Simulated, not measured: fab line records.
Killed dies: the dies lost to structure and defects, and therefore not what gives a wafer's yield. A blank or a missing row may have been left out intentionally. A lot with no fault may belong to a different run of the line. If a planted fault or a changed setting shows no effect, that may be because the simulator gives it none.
What tool caused it?	flow nandHarc	24 lots, 72 wafers sampled, at 2 steps of a route of 1159

== WHAT THE GAUGES READ, wafer by wafer ==
NHARC_A_CONTACT_CD_MEAS_15.
lot	measured	on	cdNm (nm)
L074	day 17 15:22	cdSem-01	90.1 89.6 90.1
L075	day 17 16:55	cdSem-02	90.3 89.8 90.4
L077	day 17 19:49	cdSem-01	89.7 90.3 90.0
L076	day 17 20:04	cdSem-01	91.3 90.9 90.5
L078	day 18 07:23	cdSem-03	89.9 90.3 89.8
L081	day 18 19:52	cdSem-03	90.3 89.5 90.2
L080	day 18 21:22	cdSem-03	90.3 89.7 89.6
L079	day 19 03:02	cdSem-01	90.4 90.1 90.3
L083	day 19 08:34	cdSem-02	89.9 89.7 89.7
L082	day 19 09:44	cdSem-02	90.4 90.3 90.9
L084	day 19 20:35	cdSem-02	90.2 90.1 90.8
L085	day 20 00:23	cdSem-02	91.4 90.4 90.7
L088	day 20 01:58	cdSem-02	89.6 89.5 90.1
L087	day 20 11:13	cdSem-03	89.7 90.3 89.7
L086	day 20 11:57	cdSem-01	88.9 89.5 88.4
L090	day 21 10:20	cdSem-03	90.2 89.7 90.5
L089	day 21 10:35	cdSem-03	90.0 90.3 89.9
L091	day 21 21:25	cdSem-01	89.7 89.9 89.9
L094	day 22 03:55	cdSem-02	89.6 89.8 89.6
L092	day 22 05:35	cdSem-03	89.8 89.4 89.2
L093	day 22 09:51	cdSem-01	89.5 89.2 90.1
L096	day 22 13:50	cdSem-02	89.4 89.2 89.3
L097	day 22 14:46	cdSem-01	89.6 88.9 89.6
L095	day 22 19:10	cdSem-01	89.5 89.2 88.9

== WHICH TOOL RAN EACH LOT (tool, then ch and the chambers of the sampled wafers, then the start) ==
lot	NHARC_A_CONTACT_ETCH_98
L074	rieDiel-04 ch 0,1,2, day 17 15:17
L075	rieDiel-04 ch 0,1,2, day 17 16:55 or earlier
L077	rieDiel-05 ch 1,2,3, day 17 19:49 or earlier
L076	rieDiel-05 ch 2,3, day 17 20:04 or earlier
L078	rieDiel-04 ch 0,1,3, day 18 07:17
L081	rieDiel-04 ch 1,2,3, day 18 19:52 or earlier
L080	rieDiel-02 ch 2,3, day 18 21:22 or earlier
L079	rieDiel-05 ch 1,2,3, day 19 03:02 or earlier
L083	rieDiel-05 ch 1,2,3, day 19 08:34 or earlier
L082	rieDiel-02 ch 0,1,2, day 19 09:44 or earlier
L084	rieDiel-04 ch 1,3, day 19 20:35 or earlier
L085	rieDiel-02 ch 0,2,3, day 20 00:23 or earlier
L088	rieDiel-04 ch 0,1,3, day 20 01:58 or earlier
L087	rieDiel-05 ch 0,1,2, day 20 11:13 or earlier
L086	rieDiel-05 ch 0,1,3, day 20 11:57 or earlier
L090	rieDiel-05 ch 0,2,3, day 21 10:20 or earlier
L089	rieDiel-04 ch 0,2,3, day 21 10:35 or earlier
L091	rieDiel-05 ch 0,2,3, day 21 21:25 or earlier
L094	rieDiel-05 ch 2,3, day 22 03:55 or earlier
L092	rieDiel-05 ch 0,1,3, day 22 05:35 or earlier
L093	rieDiel-04 ch 0,3, day 22 09:51 or earlier
L096	rieDiel-04 ch 1,3, day 22 13:50 or earlier
L097	rieDiel-04 ch 0,1,3, day 22 14:46 or earlier
L095	rieDiel-02 ch 0,1,2, day 22 19:10 or earlier
- NHARC_A_CONTACT_ETCH_98: etches the open film in C4F6/O2, target depth 20 nm, time 10 s.

== WHAT THE TOOLS THEMSELVES READ (means of the sampled wafers that have a number; where no wafer has one, the mark that the record gives instead) ==
NHARC_A_CONTACT_ETCH_98.
lot	tool	drypumpMotorCurrentA (A)	oesProductAu (a.u.)	rfVppV (V)	showerheadPlenumPTorr (Torr)	throttleValvePct (%)
L074	rieDiel-04	5.7	0.950	547	3.93	26.904
L075	rieDiel-04	5.6	0.941	547	3.93	26.902
L077	rieDiel-05	6.2	0.949	547	3.96	26.906
L076	rieDiel-05	6.5	0.960	546	3.95	26.910
L078	rieDiel-04	5.5	0.948	545	3.79	26.892
L081	rieDiel-04	5.1	0.957	545	3.84	26.899
L080	rieDiel-02	6.0	0.943	542	3.72	26.910
L079	rieDiel-05	6.3	1.007	548	3.95	26.909
L083	rieDiel-05	6.3	0.953	548	3.95	26.901
L082	rieDiel-02	5.8	0.957	543	3.72	26.901
L084	rieDiel-04	5.0	1.007	543	3.71	26.903
L085	rieDiel-02	5.8	0.947	543	3.72	26.910
L088	rieDiel-04	5.5	0.946	545	3.79	26.901
L087	rieDiel-05	6.0	0.997	548	3.96	26.911
L086	rieDiel-05	6.1	0.962	547	3.90	26.908
L090	rieDiel-05	6.2	0.997	547	3.96	26.892
L089	rieDiel-04	5.5	0.948	546	3.90	26.906
L091	rieDiel-05	6.2	0.993	547	3.96	26.903
L094	rieDiel-05	6.5	0.957	546	3.93	26.902
L092	rieDiel-05	6.1	0.962	546	3.89	26.905
L093	rieDiel-04	5.4	0.971	545	3.77	26.902
L096	rieDiel-04	5.1	0.949	542	3.71	26.902
L097	rieDiel-04	5.5	0.945	544	3.78	26.908
L095	rieDiel-02	5.8	0.946	549	4.09	26.912

== THE ANSWER, worked out from the rows above alone ==
Rule: what is usual is taken from the lots themselves. Put in order of their means at a reading, lots are off if they are a third of the lots or fewer, leave a main group of 4 or more, and stand apart from it by a gap of 3 or more times the standard deviation of the main group's means; of several such gaps the widest counts. The tables above print the reading to a certain number of digits; a main group whose means all agree to those digits is not used. A lot without any number at a reading at which 4 lots or more have one is off too. Where the step has rows for the other lots, those lots are counted as sound. After the gauges, taken in route order, come the tools' own readings; for these a lot's mean is taken, as printed above. The first step at which some lot is off is used, and at that step the reading that is off furthest; a lot without a number counts as furthest.
None of the lots is off at any reading shown; this tells nothing.

== WHAT HAD BEEN PUT IN BY THE SIMULATOR ==
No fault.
